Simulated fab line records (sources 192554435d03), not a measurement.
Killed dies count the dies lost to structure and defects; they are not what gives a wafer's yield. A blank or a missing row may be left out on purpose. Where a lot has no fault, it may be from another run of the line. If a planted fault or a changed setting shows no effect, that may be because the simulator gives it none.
fab line records	flow n5Finfet	part 1 of 2: steps 1 to 4 of 6
record lots=24	wafers=72	lastDay=17
route steps=1938 shown BEOL_M0@718 BEOL_M1@752
lots untouched by any fault: they come from a run of this same line in which no faults occurred
startH: start of the lot's first displayed wafer, in hours after the record's first day	waitH: time in hours since the lot's previous step	" repeats the value in the row above	L1.1+2: a single row standing in for several wafers	- no value, or no start given	* or withheld: withheld	< > ~ a bound
route shown NAME@n: names a module that has steps shown in the file, with the first one's number in the route	usual: average and standard deviation across the fault-free wafers	same: alike in all rows	chamber/n: place in a boat	sites: each site's reading	_std_site: the standard deviation of these	_edge_site: outer sites' mean less inner sites'	radiusMm: how far each site lies from the wafer's centre	mask NAME#n: copy n	behind: the most recent tool/chamber to have shaped the wafer	hold: why the lot was held/for how many hours/how that ended	device: the transistor (n, p or np) that didn't switch	end of line: the tests these same wafers got at the end of their route	a step without rows: its recipe alone	killed: dies lost to structure and defects at the first sort, not the wafer's yield	map: the dies of a wafer, with x for killed, . for not killed, _ for no die there
set.NAME: the setting as run; set.NAME@STEP: as run at that earlier step	model.NAME: the simulator's own value behind a step, which no gauge read
a sample of lots followed through the steps of the route, with each step as a table and each wafer as a row
services: a tool's chamber out of use, with start hour (startH, from the record's first day; less than 0 if before it), hours out, and reason
## steps
# step N5_BEOL_M0_STRIP_104
# recipe chemistry=N2/H2	powerW=450	tempC=40	pressureMtorr=20	rfFrequencyHz=6e+07	overashFraction=0.3	biasPowerW=7	h2Frac=0.5	n2FlowSccm=200	h2FlowSccm=200
# usual drypumpMotorCurrentA=5.7/0.56	oesProductAu=0.77/0.072	rfVppV=59.4/1.7	showerheadPlenumPTorr=2.57/0.078	throttleValvePct=23.61/0.25
lot.wafer	tool	chamber	startH	waitH	drypumpMotorCurrentA	oesProductAu	rfHoursCounterH	rfVppV	showerheadPlenumPTorr	throttleValvePct
L074.1	rieDiel-06	3	117.30	0.0	5.8	0.75	142	60.0	2.54	23.70
L074.2	"	2	"	"	6.6	0.72	209	57.5	2.61	23.42
L074.3	"	0	"	"	5.0	0.89	28	59.5	2.49	23.55
L075.1	rieDiel-05	0	128.24	0.0	6.6	0.69	220	59.0	2.50	23.73
L075.3	"	2	"	"	5.1	0.71	200	57.8	2.63	23.77
L075.5	"	1	"	"	5.7	0.81	-	59.4	2.68	23.81
L076.1	rieDiel-05	0	135.17	0.0	6.6	0.69	223	58.3	2.50	23.75
L076.4	"	2	"	"	5.1	0.71	202	60.3	2.63	23.75
L076.5	"	3	"	"	5.7	0.89	-	59.9	2.69	23.22
L077.1	rieDiel-06	1	138.12	0.0	5.1	0.75	138	57.6	2.53	23.18
L077.3	"	3	"	"	5.8	0.74	149	56.0	2.54	23.71
L077.5	"	1	"	"	5.1	0.77	-	56.9	2.53	23.20
L078.1	rieDiel-05	3	138.41	0.0	5.7	0.88	34	61.6	2.69	23.22
L078.5	"	0	"	"	6.6	0.69	-	57.7	2.50	23.74
L078.6	"	1	"	"	5.8	0.81	-	55.8	2.67	23.79
L079.1	rieDiel-05	0	147.59	0.0	6.6	0.70	227	62.7	2.50	23.74
L079.3	"	3	"	"	5.7	0.89	37	57.4	2.69	23.25
L079.5	"	1	"	"	5.8	0.80	-	58.9	2.67	23.81
L080.2	rieDiel-06	1	158.97	0.0	5.2	0.75	144	59.6	2.53	23.23
L080.3	"	3	"	"	5.8	0.74	156	61.9	2.54	23.71
L080.6	"	3	"	"	5.8	0.73	-	61.1	2.54	23.71
L081.1	rieDiel-05	3	159.12	0.0	5.7	0.87	42	59.0	2.69	23.24
L081.3	"	2	"	"	5.1	0.70	210	58.7	2.63	23.76
L081.5	"	3	"	"	5.7	0.87	-	61.7	2.69	23.23
L082.2	rieDiel-06	3	168.26	0.0	5.8	0.73	158	56.4	2.54	23.75
L082.3	"	0	"	"	4.9	0.85	44	61.2	2.48	23.56
L082.5	"	1	"	"	5.1	0.75	-	59.7	2.53	23.25
L083.2	rieDiel-05	2	168.26	0.0	5.1	0.69	213	62.9	2.63	23.77
L083.3	"	0	"	"	6.6	0.68	235	60.1	2.50	23.74
L083.6	"	0	"	"	6.6	0.67	-	62.8	2.50	23.75
L084.1	rieDiel-05	2	181.35	0.0	5.1	0.68	218	59.9	2.63	23.77
L084.5	"	3	"	"	5.7	0.87	-	60.5	2.68	23.29
L084.6	"	0	"	"	6.6	0.69	-	61.8	2.50	23.77
L085.2	rieDiel-05	0	188.64	0.0	6.6	0.68	241	58.8	2.50	23.74
L085.3	"	2	"	"	5.1	0.69	221	62.3	2.62	23.75
L085.4	"	1	"	"	5.7	0.79	100	62.5	2.67	23.84
L086.1	rieDiel-01	2	192.92	0.0	6.1	0.74	193	60.9	2.64	23.93
L086.3	"	0	"	"	5.2	0.84	66	58.2	2.45	23.22
L086.4	"	1	"	"	5.9	0.95	14	61.0	2.49	23.59
L088.2	rieDiel-05	0	199.35	0.0	6.6	0.67	245	60.1	2.49	23.75
L088.3	"	3	"	"	5.7	0.85	56	59.3	2.68	23.23
L088.5	"	3	"	"	5.7	0.85	-	58.9	2.68	23.23
L087.2	rieDiel-05	1	201.59	0.0	5.7	0.77	104	58.4	2.67	23.86
L087.3	"	3	"	"	5.7	0.84	56	58.0	2.68	23.28
L087.5	"	0	"	"	6.6	0.68	-	58.7	2.49	23.76
L089.1	rieDiel-06	3	210.49	0.0	5.8	0.73	171	59.1	2.53	23.74
L089.2	"	0	"	"	4.9	0.84	57	62.6	2.48	23.59
L089.3	"	1	"	"	5.2	0.73	160	57.8	2.53	23.22
L090.1	rieDiel-06	1	213.98	0.0	5.2	0.73	161	59.4	2.53	23.25
L090.5	"	2	"	"	6.6	0.69	-	58.6	2.60	23.42
L090.6	"	1	"	"	5.2	0.73	-	59.0	2.52	23.24
L092.1	rieDiel-06	0	220.08	0.0	5.0	0.84	60	59.1	2.47	23.57
L092.2	"	1	"	"	5.2	0.74	164	61.1	2.52	23.25
L092.4	"	3	"	"	5.8	0.72	175	58.1	2.53	23.79
L091.1	rieDiel-01	2	220.24	0.0	6.1	0.72	202	59.9	2.63	23.97
L091.3	"	1	"	"	5.9	0.90	22	60.7	2.48	23.59
L091.6	"	2	"	"	6.1	0.74	-	60.4	2.63	23.96
L093.3	rieDiel-01	1	231.69	0.0	5.9	0.91	26	60.7	2.48	23.60
L093.5	"	1	"	"	5.9	0.91	-	59.4	2.48	23.61
L093.6	"	0	"	"	5.2	0.81	-	60.5	2.44	23.29
L094.2	rieDiel-06	0	234.43	0.0	4.9	0.83	64	58.8	2.47	23.61
L094.5	"	0	"	"	4.9	0.84	-	58.3	2.47	23.58
L094.6	"	3	"	"	5.8	0.73	-	59.5	2.53	23.76
L095.1	rieDiel-01	3	240.55	0.0	5.2	0.72	227	57.2	2.60	24.01
L095.2	"	2	"	"	6.1	0.72	210	60.3	2.63	23.97
L095.4	"	0	"	"	5.1	0.82	84	60.2	2.44	23.28
L096.4	rieDiel-01	1	253.34	0.0	6.0	0.88	33	60.2	2.48	23.64
L096.5	"	3	"	"	5.2	0.71	-	59.0	2.59	24.03
L096.6	"	0	"	"	5.2	0.79	-	60.3	2.44	23.28
L097.1	rieDiel-06	1	256.22	0.0	5.2	0.73	176	63.1	2.52	23.23
L097.2	"	3	"	"	5.8	0.72	188	60.7	2.52	23.81
L097.6	"	1	"	"	5.2	0.73	-	56.3	2.52	23.25
# step N5_BEOL_M0_PRE_CLEAN_113
# recipe gas=H2/He	timeS=30	tempC=250
# usual heaterPowerW=341/28
lot.wafer	tool	chamber	startH	waitH	heaterPowerW
L074.1	pvdSputter-03	-	118.49	0.0	348
L074.2	"	-	"	"	319
L074.3	"	-	"	"	277
L075.1	pvdSputter-01	-	131.23	0.0	299
L075.3	"	-	"	"	325
L075.5	"	-	"	"	315
L076.1	pvdSputter-03	-	138.51	0.0	355
L076.4	"	-	"	"	343
L076.5	"	-	"	"	317
L077.1	pvdSputter-02	-	139.07	0.0	339
L077.3	"	-	"	"	367
L077.5	"	-	"	"	335
L078.1	pvdSputter-02	-	139.79	0.0	340
L078.5	"	-	"	"	363
L078.6	"	-	"	"	337
L079.1	pvdSputter-03	-	148.25	0.0	320
L079.3	"	-	"	"	344
L079.5	"	-	"	"	287
L080.2	pvdSputter-02	-	159.89	0.0	331
L080.3	"	-	"	"	355
L080.6	"	-	"	"	353
L081.1	pvdSputter-03	-	159.94	0.0	357
L081.3	"	-	"	"	315
L081.5	"	-	"	"	353
L082.2	pvdSputter-02	-	169.32	0.0	341
L082.3	"	-	"	"	344
L082.5	"	-	"	"	338
L083.2	pvdSputter-01	-	169.32	0.0	369
L083.3	"	-	"	"	383
L083.6	"	-	"	"	322
L084.1	pvdSputter-01	-	183.51	0.0	371
L084.5	"	-	"	"	383
L084.6	"	-	"	"	384
L085.2	pvdSputter-02	-	191.21	0.0	344
L085.3	"	-	"	"	345
L085.4	"	-	"	"	372
L086.1	pvdSputter-01	-	194.05	0.0	374
L086.3	"	-	"	"	378
L086.4	"	-	"	"	304
L088.2	pvdSputter-03	-	200.42	0.0	361
L088.3	"	-	"	"	319
L088.5	"	-	"	"	352
L087.2	pvdSputter-02	-	202.66	0.0	352
L087.3	"	-	"	"	347
L087.5	"	-	"	"	351
L089.1	pvdSputter-02	-	211.20	0.0	359
L089.2	"	-	"	"	351
L089.3	"	-	"	"	354
L090.1	pvdSputter-03	-	214.71	0.0	356
L090.5	"	-	"	"	273
L090.6	"	-	"	"	357
L092.1	pvdSputter-01	-	220.85	0.0	292
L092.2	"	-	"	"	368
L092.4	"	-	"	"	316
L091.1	pvdSputter-02	-	221.07	0.0	373
L091.3	"	-	"	"	345
L091.6	"	-	"	"	339
L093.3	pvdSputter-03	-	233.21	0.0	358
L093.5	"	-	"	"	346
L093.6	"	-	"	"	363
L094.2	pvdSputter-01	-	235.46	0.0	371
L094.5	"	-	"	"	371
L094.6	"	-	"	"	360
L095.1	pvdSputter-02	-	241.53	0.0	340
L095.2	"	-	"	"	336
L095.4	"	-	"	"	363
L096.4	pvdSputter-03	-	254.39	0.0	355
L096.5	"	-	"	"	315
L096.6	"	-	"	"	277
L097.1	pvdSputter-01	-	256.87	0.0	313
L097.2	"	-	"	"	291
L097.6	"	-	"	"	374
# step N5_BEOL_M1_THK_MEAS_01
# recipe reads=SiOC_of_BEOL_M1_ILD_DEP_00
# usual M1_ILD_THK=78.5/1.1
lot.wafer	tool	chamber	startH	waitH	M1_ILD_THK[nm]
L074.1	filmMetro-01	-	122.26	0.0	77.3
L074.2	"	-	"	"	78.0
L074.3	"	-	"	"	77.0
L075.1	filmMetro-01	-	133.40	0.0	77.8
L075.3	"	-	"	"	77.6
L075.5	"	-	"	"	79.2
L076.1	filmMetro-02	-	140.84	0.0	76.1
L076.4	"	-	"	"	76.7
L076.5	"	-	"	"	78.8
L077.1	filmMetro-02	-	141.34	0.0	78.4
L077.3	"	-	"	"	75.5
L077.5	"	-	"	"	77.0
L078.1	filmMetro-01	-	141.99	0.0	76.5
L078.5	"	-	"	"	80.2
L078.6	"	-	"	"	79.0
L079.1	filmMetro-01	-	150.54	0.0	78.1
L079.3	"	-	"	"	77.4
L079.5	"	-	"	"	79.1
L080.2	filmMetro-02	-	162.32	0.1	79.2
L080.3	"	-	"	"	78.8
L080.6	"	-	"	"	79.3
L081.1	filmMetro-01	-	162.59	0.0	78.1
L081.3	"	-	"	"	77.8
L081.5	"	-	"	"	79.5
L082.2	filmMetro-01	-	171.83	0.1	78.9
L082.3	"	-	"	"	79.5
L082.5	"	-	"	"	80.1
L083.2	filmMetro-01	-	172.26	0.1	77.9
L083.3	"	-	"	"	77.6
L083.6	"	-	"	"	80.4
L084.1	filmMetro-01	-	187.66	0.0	78.8
L084.5	"	-	"	"	79.9
L084.6	"	-	"	"	79.8
L085.2	filmMetro-02	-	193.50	0.1	76.8
L085.3	"	-	"	"	75.0
L085.4	"	-	"	"	76.1
L086.1	filmMetro-02	-	196.36	0.1	78.6
L086.3	"	-	"	"	79.0
L086.4	"	-	"	"	80.3
L088.2	filmMetro-02	-	202.63	0.1	77.6
L088.3	"	-	"	"	80.3
L088.5	"	-	"	"	79.2
L087.2	filmMetro-02	-	206.37	0.1	79.4
L087.3	"	-	"	"	77.6
L087.5	"	-	"	"	79.9
L089.1	filmMetro-02	-	216.23	0.0	78.0
L089.2	"	-	"	"	77.7
L089.3	"	-	"	"	77.2
L090.1	filmMetro-01	-	217.06	0.0	76.5
L090.5	"	-	"	"	79.1
L090.6	"	-	"	"	77.9
L092.1	filmMetro-01	-	223.15	0.0	78.0
L092.2	"	-	"	"	78.0
L092.4	"	-	"	"	79.2
L091.1	filmMetro-01	-	223.80	0.1	78.0
L091.3	"	-	"	"	79.2
L091.6	"	-	"	"	79.3
L093.3	filmMetro-02	-	235.66	0.1	77.2
L093.5	"	-	"	"	79.6
L093.6	"	-	"	"	78.8
L094.2	filmMetro-02	-	238.27	0.1	77.8
L094.5	"	-	"	"	79.5
L094.6	"	-	"	"	80.9
L095.1	filmMetro-01	-	245.45	0.0	78.6
L095.2	"	-	"	"	78.8
L095.4	"	-	"	"	79.5
L096.4	filmMetro-02	-	256.83	0.0	79.6
L096.5	"	-	"	"	78.6
L096.6	"	-	"	"	78.3
L097.1	filmMetro-01	-	260.95	0.0	77.3
L097.2	"	-	"	"	77.1
L097.6	"	-	"	"	80.1
# step N5_BEOL_M1_PECVD_72
# recipe material=SiO2	targetThkA=160	tempC=400	precursor=TEOS/O2	pressureTorr=5.5	rfW=450	teosFlowSccm=53.8	gas=O2	flowSccm=3000	timeS=18
# usual heaterPowerW=709/85	showerheadPlenumPTorr=8.82/0.075	throttleValvePct=22.4/1.2
lot.wafer	tool	chamber	startH	waitH	heaterPowerW	showerheadPlenumPTorr	throttleValvePct
L074.1	pecvd-01	2	122.30	0.0	634	8.75	20.3
L074.2	"	0	"	"	655	8.77	23.6
L074.3	"	1	"	"	766	8.85	22.4
L075.1	pecvd-03	1	133.44	0.0	742	8.91	23.6
L075.3	"	2	"	"	704	8.78	22.3
L075.5	"	1	"	"	738	8.92	23.8
L076.1	pecvd-01	0	140.88	0.0	644	8.76	23.4
L076.4	"	1	"	"	759	8.88	22.2
L076.5	"	2	"	"	555	8.74	20.4
L077.1	pecvd-01	2	141.37	0.0	621	8.77	20.5
L077.3	"	1	"	"	690	8.87	22.4
L077.5	"	2	"	"	601	8.76	20.6
L078.1	pecvd-03	0	142.02	0.0	822	8.94	22.6
L078.5	"	1	"	"	617	8.92	23.7
L078.6	"	0	"	"	805	8.95	22.6
L079.1	pecvd-04	1	150.58	0.0	778	8.89	21.6
L079.3	"	2	"	"	849	8.76	20.7
L079.5	"	2	"	"	851	8.74	20.7
L080.2	pecvd-03	1	162.36	0.0	706	8.90	24.1
L080.3	"	2	"	"	648	8.74	22.3
L080.6	"	0	"	"	838	8.93	23.1
L081.1	pecvd-04	0	162.63	0.0	608	8.75	23.5
L081.3	"	1	"	"	774	8.86	21.7
L081.5	"	1	"	"	789	8.88	21.4
L082.2	pecvd-04	0	171.86	0.0	597	8.73	23.5
L082.3	"	2	"	"	833	8.74	20.8
L082.5	"	2	"	"	862	8.81	21.0
L083.2	pecvd-04	0	172.30	0.0	651	8.73	23.5
L083.3	"	1	"	"	829	8.90	22.0
L083.6	"	2	"	"	796	8.74	20.9
L084.1	pecvd-01	2	187.69	0.0	610	8.77	20.6
L084.5	"	1	"	"	665	8.87	22.5
L084.6	"	0	"	"	607	8.76	23.8
L085.2	pecvd-03	2	193.54	0.0	726	8.78	22.4
L085.3	"	0	"	"	841	8.92	22.8
L085.4	"	1	"	"	674	8.90	23.9
L086.1	pecvd-04	1	196.39	0.0	696	8.88	21.6
L086.3	"	0	"	"	682	8.76	23.4
L086.4	"	0	"	"	667	8.73	23.4
L088.2	pecvd-04	2	202.66	0.0	763	8.75	21.0
L088.3	"	1	"	"	824	8.87	21.9
L088.5	"	0	"	"	601	8.73	23.7
L087.2	pecvd-03	0	206.41	0.0	818	8.91	22.8
L087.3	"	0	"	"	792	8.90	23.1
L087.5	"	0	"	"	787	8.92	22.9
L089.1	pecvd-03	0	216.27	0.0	753	8.91	23.1
L089.2	"	1	"	"	665	8.92	24.0
L089.3	"	0	"	"	745	8.94	23.0
L090.1	pecvd-03	0	217.09	0.0	701	8.92	23.0
L090.5	"	0	"	"	715	8.93	23.2
L090.6	"	1	"	"	752	8.92	23.8
L092.1	pecvd-04	0	223.19	0.0	644	8.74	23.5
L092.2	"	2	"	"	776	8.77	21.2
L092.4	"	2	"	"	763	8.76	20.6
L091.1	pecvd-04	1	223.84	0.0	821	8.89	21.7
L091.3	"	2	"	"	709	8.75	20.8
L091.6	"	1	"	"	814	8.87	21.7
L093.3	pecvd-01	2	235.69	0.0	657	8.75	20.5
L093.5	"	2	"	"	665	8.76	20.4
L093.6	"	0	"	"	565	8.76	23.7
L094.2	pecvd-04	1	238.31	0.0	787	8.88	21.6
L094.5	"	2	"	"	706	8.75	21.0
L094.6	"	1	"	"	791	8.87	21.8
L095.1	pecvd-01	2	245.49	0.0	591	8.75	20.3
L095.2	"	0	"	"	551	8.77	23.7
L095.4	"	2	"	"	564	8.74	20.4
L096.4	pecvd-01	2	256.89	0.1	622	8.76	20.4
L096.5	"	2	"	"	624	8.72	20.5
L096.6	"	0	"	"	657	8.76	24.0
L097.1	pecvd-04	2	260.99	0.0	837	8.75	20.9
L097.2	"	1	"	"	795	8.89	21.7
L097.6	"	1	"	"	793	8.90	21.8
